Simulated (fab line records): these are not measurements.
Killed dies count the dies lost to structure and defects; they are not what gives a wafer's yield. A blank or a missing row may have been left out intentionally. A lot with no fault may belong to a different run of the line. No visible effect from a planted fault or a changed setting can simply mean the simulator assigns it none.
The tool behind it: which one? | flow nand harc | 72 wafers from 24 lots sampled at 5 of the route's 1302 steps

WHAT EACH GAUGE READ, for each wafer
NHARC_A_SLIT_CD_MEAS_09: the cd target is 300 nm.
lot  | measured     | on        | cd nm (nm)
L075 | day 20 09:24 | cd sem-03 | 299.4 299.7 300.5
L074 | day 20 16:08 | cd sem-02 | 299.5 299.3 300.2
L077 | day 20 15:32 | cd sem-03 | 300.2 300.2 300.5
L076 | day 20 17:02 | cd sem-03 | 300.1 299.8 300.8
L078 | day 21 06:09 | cd sem-01 | 299.8 299.7 299.5
L079 | day 21 05:59 | cd sem-01 | 299.7 299.1 300.6
L080 | day 22 03:17 | cd sem-01 | 299.7 299.5 299.5
L081 | day 23 05:25 | cd sem-02 | 300.0 300.1 300.2
L082 | day 23 15:15 | cd sem-03 | 299.6 300.1 299.4
L083 | day 23 15:12 | cd sem-02 | 300.1 299.4 299.6
L085 | day 24 05:45 | cd sem-03 | 300.4 300.1 300.3
L086 | day 24 05:17 | cd sem-01 | 300.6 300.1 299.9
L084 | day 24 09:05 | cd sem-01 | 300.2 300.2 300.0
L087 | day 25 15:10 | cd sem-01 | 299.1 299.0 300.2
L088 | day 26 15:13 | cd sem-02 | 299.5 300.1 300.0
L090 | day 26 18:59 | cd sem-03 | 298.9 299.2 299.9
L089 | day 26 11:26 | cd sem-02 | 300.5 300.8 299.9
L091 | day 27 15:05 | cd sem-03 | 299.6 300.2 300.1
L093 | day 27 11:32 | cd sem-03 | 300.5 299.7 300.5
L092 | day 27 11:22 | cd sem-01 | 299.6 300.0 299.8
L094 | day 27 11:42 | cd sem-03 | 299.7 300.3 300.5
L095 | day 28 15:11 | cd sem-03 | 300.6 300.5 299.9
L096 | day 29 17:00 | cd sem-01 | 299.9 299.8 300.1
L097 | day 29 15:05 | cd sem-03 | 299.7 299.2 299.2

EACH LOT AND THE TOOL THAT RAN IT (in order: tool; ch and the chambers of the sampled wafers; start)
lot  | NHARC_A_STAIRCASE_ETCH_294                    | NHARC_A_STAIRCASE_DESCUM_443       | NHARC_A_STAIRCASE_STRIP_475                   | NHARC_A_SGD_CUT_ETCH_16
L075 | rie diel-06 ch 1,2,3, day 19 11:23 or earlier | rie diel-06 ch 0,1,2, day 19 11:23 | rie diel-04 ch 1,2,3, day 20 09:24 or earlier | rie diel-05 ch 0,1,2, day 20 09:24 or earlier
L074 | rie diel-04 ch 1,2, day 19 20:06 or earlier   | rie diel-04 ch 0,1, day 19 20:06   | rie diel-02 ch 1,2, day 20 16:08 or earlier   | rie diel-12 ch 0,3, day 20 16:08 or earlier
L077 | rie diel-06 ch 0,3, day 19 19:47 or earlier   | rie diel-06 ch 1,2,3, day 19 19:47 | rie diel-04 ch 1,2, day 20 15:32 or earlier   | rie diel-09 ch 2,3, day 20 15:32 or earlier
L076 | rie diel-02 ch 0,2,3, day 19 19:56 or earlier | rie diel-02 ch 1,2,3, day 19 19:56 | rie diel-02 ch 0,1,3, day 20 17:02 or earlier | rie diel-12 ch 0,2,3, day 20 17:02 or earlier
L078 | rie diel-04 ch 1,2, day 20 10:45 or earlier   | rie diel-02 ch 1,2, day 20 10:45   | rie diel-04 ch 0,1, day 21 06:09 or earlier   | rie diel-09 ch 0,1,3, day 21 06:09 or earlier
L079 | rie diel-02 ch 1,3, day 20 10:35 or earlier   | rie diel-04 ch 0,2,3, day 20 10:35 | rie diel-02 ch 0,1,2, day 21 05:59 or earlier | rie diel-05 ch 0,1,3, day 21 05:59 or earlier
L080 | rie diel-04 ch 0,3, day 21 05:40 or earlier   | rie diel-04 ch 0,3, day 21 05:40   | rie diel-04 ch 0,1,2, day 22 03:17 or earlier | rie diel-12 ch 0,2,3, day 22 03:17 or earlier
L081 | rie diel-06 ch 1,3, day 22 04:10 or earlier   | rie diel-02 ch 0,1,3, day 22 04:10 | rie diel-04 ch 0,1, day 23 05:25 or earlier   | rie diel-12 ch 1,3, day 23 05:25 or earlier
L082 | rie diel-06 ch 0,2,3, day 22 18:50 or earlier | rie diel-06 ch 0,2,3, day 22 18:50 | rie diel-06 ch 1,2,3, day 23 01:14            | rie diel-05 ch 0,2, day 23 15:15 or earlier
L083 | rie diel-04 ch 0,2,3, day 22 19:01 or earlier | rie diel-04 ch 0,1,3, day 22 19:01 | rie diel-06 ch 1,2, day 23 01:37              | rie diel-09 ch 2,3, day 23 15:12 or earlier
L085 | rie diel-02 ch 0,3, day 23 09:12 or earlier   | rie diel-06 ch 0,1, day 23 09:12   | rie diel-02 ch 0,1,2, day 24 05:45 or earlier | rie diel-12 ch 0,1, day 24 05:45 or earlier
L086 | rie diel-02 ch 2,3, day 23 12:07 or earlier   | rie diel-06 ch 0,1,2, day 23 12:07 | rie diel-04 ch 1,2,3, day 24 05:17 or earlier | rie diel-05 ch 0,1,2, day 24 05:17 or earlier
L084 | rie diel-02 ch 1,2, day 23 09:22 or earlier   | rie diel-02 ch 1,2, day 23 09:22   | rie diel-02 ch 0,1, day 24 09:05 or earlier   | rie diel-09 ch 1,3, day 24 09:05 or earlier
L087 | rie diel-02 ch 0,1,2, day 24 18:27 or earlier | rie diel-02 ch 0,1,3, day 24 18:27 | rie diel-06 ch 0,1, day 25 15:10 or earlier   | rie diel-12 ch 0,1,2, day 25 15:10 or earlier
L088 | rie diel-02 ch 1,2,3, day 25 12:15 or earlier | rie diel-02 ch 0,2,3, day 25 12:15 | rie diel-02 ch 0,2,3, day 26 15:13 or earlier | rie diel-12 ch 1,2,3, day 26 15:13 or earlier
L090 | rie diel-02 ch 0,1,2, day 25 12:23 or earlier | rie diel-02 ch 0,2,3, day 25 12:23 | rie diel-02 ch 0,1,3, day 26 18:59 or earlier | rie diel-05 ch 0,1,2, day 26 18:59 or earlier
L089 | rie diel-06 ch 0,2,3, day 25 12:19 or earlier | rie diel-04 ch 1,2,3, day 25 12:19 | rie diel-04 ch 1,2,3, day 26 11:26 or earlier | rie diel-05 ch 0,1,3, day 26 11:26 or earlier
L091 | rie diel-06 ch 1,2, day 26 14:14 or earlier   | rie diel-02 ch 0,1, day 26 14:14   | rie diel-02 ch 0,1,3, day 27 15:05 or earlier | rie diel-05 ch 2,3, day 27 15:05 or earlier
L093 | rie diel-04 ch 0,2,3, day 26 14:26 or earlier | rie diel-04 ch 1,3, day 26 14:26   | rie diel-06 ch 1,3, day 27 11:32 or earlier   | rie diel-09 ch 1,3, day 27 11:32 or earlier
L092 | rie diel-06 ch 1,2, day 26 14:16 or earlier   | rie diel-06 ch 0,2,3, day 26 14:16 | rie diel-02 ch 1,2,3, day 27 11:22 or earlier | rie diel-05 ch 1,2, day 27 11:22 or earlier
L094 | rie diel-06 ch 1,2,3, day 26 14:11 or earlier | rie diel-02 ch 0,1, day 26 14:11   | rie diel-04 ch 1,2,3, day 27 11:42 or earlier | rie diel-05 ch 2,3, day 27 11:42 or earlier
L095 | rie diel-06 ch 0,1,2, day 27 18:27 or earlier | rie diel-04 ch 1,2, day 27 18:27   | rie diel-02 ch 2,3, day 28 15:11 or earlier   | rie diel-05 ch 0,3, day 28 15:11 or earlier
L096 | rie diel-04 ch 0,2,3, day 28 18:37 or earlier | rie diel-02 ch 0,3, day 28 18:37   | rie diel-06 ch 1,2, day 29 17:00 or earlier   | rie diel-05 ch 0,3, day 29 17:00 or earlier
L097 | rie diel-04 ch 0,1,2, day 28 18:53 or earlier | rie diel-04 ch 0,1,2, day 28 18:53 | rie diel-04 ch 1,2, day 29 03:21              | rie diel-12 ch 0,1,2, day 29 15:05 or earlier
- NHARC_A_STAIRCASE_ETCH_294: etches the open film in C4F8/O2/Ar, target depth 4989 nm, time 1211.6 s.
- NHARC_A_STAIRCASE_DESCUM_443: chemistry O2, time 3 s.
- NHARC_A_STAIRCASE_STRIP_475: strips in O2, time 20 s.
- NHARC_A_SGD_CUT_ETCH_16: etches the open film in C4F8/O2/Ar, target depth 310.5 nm, time 155.2 s.

WHAT THE TOOLS THEMSELVES READ (means of the sampled wafers that have a number; where no wafer has one, the mark that the record gives instead)
NHARC_A_STAIRCASE_ETCH_294.
lot  | tool        | oes product au (a.u.) | rf vpp V (V)
L075 | rie diel-06 | 0.928                 | 1834
L074 | rie diel-04 | 0.934                 | 1815
L077 | rie diel-06 | 0.924                 | 1841
L076 | rie diel-02 | 0.954                 | 1817
L078 | rie diel-04 | 0.934                 | 1815
L079 | rie diel-02 | 0.927                 | 1815
L080 | rie diel-04 | 0.933                 | 1811
L081 | rie diel-06 | 0.934                 | 1841
L082 | rie diel-06 | 0.926                 | 1830
L083 | rie diel-04 | 0.930                 | 1810
L085 | rie diel-02 | 0.927                 | 1811
L086 | rie diel-02 | 0.934                 | 1816
L084 | rie diel-02 | 0.934                 | 1822
L087 | rie diel-02 | 0.954                 | 1817
L088 | rie diel-02 | 0.937                 | 1818
L090 | rie diel-02 | 0.936                 | 1817
L089 | rie diel-06 | 0.920                 | 1829
L091 | rie diel-06 | 0.938                 | 1822
L093 | rie diel-04 | 0.934                 | 1823
L092 | rie diel-06 | 0.935                 | 1828
L094 | rie diel-06 | 0.934                 | 1830
L095 | rie diel-06 | 0.928                 | 1824
L096 | rie diel-04 | 0.949                 | 1822
L097 | rie diel-04 | 0.943                 | 1811

NHARC_A_STAIRCASE_DESCUM_443.
lot  | tool        | drypump motor current A (A) | oes product au (a.u.) | rf vpp V (V) | showerhead plenum p Torr (Torr) | throttle valve pct (%)
L075 | rie diel-06 | 5.81                        | 1.001                 | 57.1         | 1.91                            | 11.313
L074 | rie diel-04 | 5.85                        | 1.007                 | 57.7         | 1.82                            | 11.311
L077 | rie diel-06 | 6.00                        | 0.985                 | 57.7         | 1.96                            | 11.309
L076 | rie diel-02 | 5.99                        | 1.003                 | 57.6         | 1.84                            | 11.315
L078 | rie diel-02 | 5.91                        | 0.999                 | 57.6         | 1.85                            | 11.316
L079 | rie diel-04 | 5.96                        | 0.999                 | 57.9         | 1.79                            | 11.312
L080 | rie diel-04 | 5.81                        | 0.991                 | 57.0         | 1.78                            | 11.306
L081 | rie diel-02 | 5.94                        | 0.994                 | 57.9         | 1.80                            | 11.311
L082 | rie diel-06 | 5.74                        | 0.998                 | 58.2         | 1.93                            | 11.318
L083 | rie diel-04 | 5.89                        | 0.998                 | 57.7         | 1.79                            | 11.312
L085 | rie diel-06 | 5.74                        | 1.009                 | 58.0         | 1.95                            | 11.300
L086 | rie diel-06 | 5.79                        | 1.007                 | 57.6         | 1.90                            | 11.319
L084 | rie diel-02 | 5.89                        | 1.004                 | 57.1         | 1.85                            | 11.311
L087 | rie diel-02 | 5.95                        | 0.993                 | 57.5         | 1.79                            | 11.313
L088 | rie diel-02 | 6.03                        | 0.998                 | 57.5         | 1.82                            | 11.305
L090 | rie diel-02 | 6.03                        | 1.000                 | 57.4         | 1.82                            | 11.307
L089 | rie diel-04 | 6.06                        | 0.995                 | 58.4         | 1.90                            | 11.316
L091 | rie diel-02 | 5.88                        | 0.988                 | 56.6         | 1.79                            | 11.309
L093 | rie diel-04 | 6.09                        | 1.010                 | 57.6         | 1.98                            | 11.312
L092 | rie diel-06 | 5.72                        | 0.994                 | 57.6         | 1.92                            | 11.325
L094 | rie diel-02 | 5.89                        | 0.995                 | 57.7         | 1.79                            | 11.304
L095 | rie diel-04 | 6.07                        | 0.996                 | 56.7         | 1.80                            | 11.320
L096 | rie diel-02 | 5.97                        | 1.001                 | 57.4         | 1.78                            | 11.304
L097 | rie diel-04 | 5.93                        | 0.999                 | 57.8         | 1.79                            | 11.304

NHARC_A_STAIRCASE_STRIP_475.
lot  | tool        | drypump motor current A (A) | oes product au (a.u.) | rf vpp V (V) | showerhead plenum p Torr (Torr) | throttle valve pct (%)
L075 | rie diel-04 | 6.08                        | 0.988                 | 57.7         | 3.34                            | 17.035
L074 | rie diel-02 | 5.90                        | 1.006                 | 57.8         | 3.43                            | 17.028
L077 | rie diel-04 | 6.09                        | 0.992                 | 56.7         | 3.36                            | 17.036
L076 | rie diel-02 | 5.95                        | 0.997                 | 58.3         | 3.34                            | 17.044
L078 | rie diel-04 | 5.75                        | 1.007                 | 57.3         | 3.34                            | 17.032
L079 | rie diel-02 | 5.96                        | 1.002                 | 57.4         | 3.41                            | 17.037
L080 | rie diel-04 | 5.93                        | 0.993                 | 57.5         | 3.34                            | 17.042
L081 | rie diel-04 | 5.76                        | 0.996                 | 58.0         | 3.33                            | 17.036
L082 | rie diel-06 | 6.01                        | 1.003                 | 58.9         | 3.59                            | 17.032
L083 | rie diel-06 | 6.17                        | 1.000                 | 57.8         | 3.47                            | 17.045
L085 | rie diel-02 | 5.96                        | 1.010                 | 57.9         | 3.40                            | 17.036
L086 | rie diel-04 | 6.06                        | 1.008                 | 58.1         | 3.51                            | 17.030
L084 | rie diel-02 | 5.86                        | 0.997                 | 57.9         | 3.34                            | 17.035
L087 | rie diel-06 | 5.46                        | 0.997                 | 58.2         | 3.54                            | 17.034
L088 | rie diel-02 | 6.08                        | 1.000                 | 57.3         | 3.37                            | 17.035
L090 | rie diel-02 | 5.95                        | 0.990                 | 56.6         | 3.32                            | 17.036
L089 | rie diel-04 | 6.07                        | 1.002                 | 57.9         | 3.50                            | 17.040
L091 | rie diel-02 | 5.95                        | 1.012                 | 57.4         | 3.31                            | 17.029
L093 | rie diel-06 | 5.95                        | 1.011                 | 57.9         | 3.65                            | 17.042
L092 | rie diel-02 | 5.99                        | 1.004                 | 57.2         | 3.38                            | 17.032
L094 | rie diel-04 | 6.08                        | 1.003                 | 57.7         | 3.49                            | 17.038
L095 | rie diel-02 | 6.12                        | 1.010                 | 57.9         | 3.44                            | 17.039
L096 | rie diel-06 | 6.16                        | 0.991                 | 57.6         | 3.45                            | 17.042
L097 | rie diel-04 | 6.08                        | 0.992                 | 56.5         | 3.32                            | 17.040

NHARC_A_SGD_CUT_ETCH_16.
lot  | tool        | oes product au (a.u.) | rf vpp V (V)
L075 | rie diel-05 | 0.975                 | 723
L074 | rie diel-12 | 0.983                 | 718
L077 | rie diel-09 | 0.976                 | 720
L076 | rie diel-12 | 0.966                 | 721
L078 | rie diel-09 | 0.972                 | 721
L079 | rie diel-05 | 0.972                 | 720
L080 | rie diel-12 | 0.975                 | 720
L081 | rie diel-12 | 0.975                 | 720
L082 | rie diel-05 | 0.977                 | 723
L083 | rie diel-09 | 0.960                 | 720
L085 | rie diel-12 | 0.987                 | 724
L086 | rie diel-05 | 0.976                 | 723
L084 | rie diel-09 | 0.970                 | 724
L087 | rie diel-12 | 0.953                 | 723
L088 | rie diel-12 | 0.973                 | 724
L090 | rie diel-05 | 0.979                 | 723
L089 | rie diel-05 | 0.978                 | 720
L091 | rie diel-05 | 0.979                 | 721
L093 | rie diel-09 | 0.979                 | 719
L092 | rie diel-05 | 0.975                 | 722
L094 | rie diel-05 | 0.952                 | 723
L095 | rie diel-05 | 0.969                 | 720
L096 | rie diel-05 | 0.970                 | 720
L097 | rie diel-12 | 0.977                 | 723

THE ANSWER, worked out from the rows above alone
Rule: usual is defined by the lots themselves. The widest of any qualifying gaps counts: lots, ordered by their means at a reading, are off when they make up no more than a third of the lots, leave a main group of 4 or more, and stand apart from it by 3 or more times the standard deviation of that group's means. If all means in a main group match to the digits the tables above print for the reading, that group is not used. Also off: a lot with no number at a reading for which 4 or more lots have one. All remaining lots with rows at the step are treated as sound. Order of review: gauges by route order, followed by the tools' own readings, for which a lot's mean as printed above is used. At the first step where some lot is off, the reading lying furthest off is the one used; lots without a number count as furthest.
Nothing can be told from this: no lot is off at any reading shown.

WHAT THE SIMULATOR HAD PUT IN
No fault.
